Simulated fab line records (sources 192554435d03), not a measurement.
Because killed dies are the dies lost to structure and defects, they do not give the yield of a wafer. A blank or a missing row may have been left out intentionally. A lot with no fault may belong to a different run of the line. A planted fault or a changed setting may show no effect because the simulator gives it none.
Matching of chambers | flow n5-finfet | N5_BEOL_M5_DESCUM_33 on rie-diel-01 has 4 sister chambers
The step chemistry O2, time 7 s. 7 wafers are shown with their chamber, then 8 later ones without.

WAFERS WITH THEIR CHAMBER
wafer  | chamber | showerhead-plenum-p-Torr (Torr) | drypump-motor-current-A (A)
L081.2 | 3       | 1.98                            | 6.0
L088.2 | 0       | 2.11                            | 5.6
L088.4 | 2       | 1.95                            | 5.4
L090.1 | 1       | 2.19                            | 5.5
L090.4 | 2       | 1.95                            | 5.5
L090.5 | 0       | 2.11                            | 5.7
L091.2 | 1       | 2.18                            | 5.5

WAFERS WITH NO CHAMBER GIVEN
wafer  | showerhead-plenum-p-Torr (Torr) | drypump-motor-current-A (A)
L091.3 | 1.95                            | 5.4
L091.5 | 1.95                            | 5.4
L094.2 | 1.94                            | 5.4
L094.4 | 2.24                            | 6.0
L094.5 | 2.24                            | 6.0
L097.2 | 2.10                            | 5.6
L097.4 | 2.20                            | 5.4
L097.6 | 2.20                            | 5.4

CHAMBER TAKEN BY EACH
wafer  | from the rows above | in truth
L091.3 | 2                   | 2
L091.5 | 2                   | 2
L094.2 | 2                   | 2
L094.4 | 1                   | 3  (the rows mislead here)
L094.5 | 1                   | 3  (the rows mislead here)
L097.2 | 0                   | 0
L097.4 | 1                   | 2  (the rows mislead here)
L097.6 | 1                   | 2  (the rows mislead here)
4 of 8 placed correctly. Number that these rows cannot place: 0. 4 placed wrongly.
How it was worked out, from the rows above alone: a wafer's distance from a chamber is the root of the sum, over the readings, of the square of ((its reading less the chamber's mean) divided by the reading's scatter). If the next closest chamber is less than 2 further off than the closest, the wafer can't be placed; otherwise it belongs to the closest. For every chamber, the mean is computed from those of its wafers that are shown. The scatter is the square root of a quotient: the sum, over the shown wafers, of each reading's squared deviation from its chamber's mean, divided by wafers minus chambers.
